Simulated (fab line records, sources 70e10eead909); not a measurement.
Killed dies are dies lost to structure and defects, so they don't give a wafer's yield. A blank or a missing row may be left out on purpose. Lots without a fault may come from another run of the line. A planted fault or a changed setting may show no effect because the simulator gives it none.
Chamber matching | flow nand_harc | NHARC_P_BONDPAD_ETCH_37 on rie_diel-10: 4 sister chambers
The step etches the open film in N2/H2, target depth 60 nm, overetch 18 nm, time 65.91 s. 15 wafers are shown with their chamber, then 7 later ones without.

WAFERS WITH THEIR CHAMBER
wafer  | chamber | showerhead_plenum_p_Torr (Torr) | drypump_motor_current_A (A) | rf_vpp_V (V)
L722.1 | 1       | 2.06                            | 5.6                         | 432.3
L722.2 | 3       | 2.08                            | 5.4                         | 431.6
L722.6 | 0       | 1.92                            | 5.7                         | 428.2
L723.2 | 1       | 2.06                            | 5.6                         | 430.2
L723.4 | 0       | 1.92                            | 5.7                         | 426.2
L723.5 | 1       | 2.06                            | 5.6                         | 429.7
L732.1 | 0       | 1.92                            | 5.7                         | 426.0
L732.6 | 2       | 2.00                            | 5.0                         | 429.0
L733.1 | 2       | 2.00                            | 5.0                         | 429.0
L733.6 | 1       | 2.06                            | 5.7                         | 431.3
L735.2 | 2       | 2.00                            | 5.0                         | 429.7
L735.3 | 0       | 1.92                            | 5.7                         | 425.9
L735.4 | 2       | 2.00                            | 5.0                         | 429.7
L736.1 | 3       | 2.07                            | 5.4                         | 430.6
L736.3 | 2       | 2.00                            | 5.0                         | 429.6

SIGNATURES (means of the wafers above)
reading                  | chamber 0 | chamber 1 | chamber 2 | chamber 3 | scatter within a chamber
showerhead_plenum_p_Torr | 1.9200    | 2.0600    | 2.0000    | 2.0750    | 0.00213
drypump_motor_current_A  | 5.700     | 5.625     | 5.000     | 5.400     | 0.0261
rf_vpp_V                 | 426.575   | 430.875   | 429.400   | 431.100   | 0.887
Rule: a wafer's distance from a chamber is the root of the sum, over the readings, of the square of ((its reading less the chamber's mean) divided by the reading's scatter). The wafer belongs to the nearest chamber; if the next one is less than 2 further off, it can't be placed. The scatter: the root of (the sum of the squares of (reading less its chamber's mean) over the shown wafers, divided by (wafers less chambers)).

WAFERS WITHOUT THEIR CHAMBER
wafer  | showerhead_plenum_p_Torr (Torr) | drypump_motor_current_A (A) | rf_vpp_V (V)
L736.4 | 2.00                            | 5.0                         | 427.9
L743.1 | 1.92                            | 5.7                         | 427.5
L743.4 | 2.05                            | 5.7                         | 430.8
L743.6 | 2.05                            | 5.6                         | 430.3
L745.2 | 2.05                            | 5.7                         | 431.7
L745.4 | 2.07                            | 5.4                         | 431.3
L745.5 | 1.99                            | 5.0                         | 428.8

WHICH CHAMBER EACH WENT THROUGH
wafer  | from the rows above | in truth
L736.4 | 2                   | 2
L743.1 | 0                   | 0
L743.4 | 1                   | 1
L743.6 | 1                   | 1
L745.2 | 1                   | 1
L745.4 | 3                   | 3
L745.5 | 2                   | 2
Placed correctly: 7 of 7. Can't be placed from these rows: 0. Placed wrongly: 0.
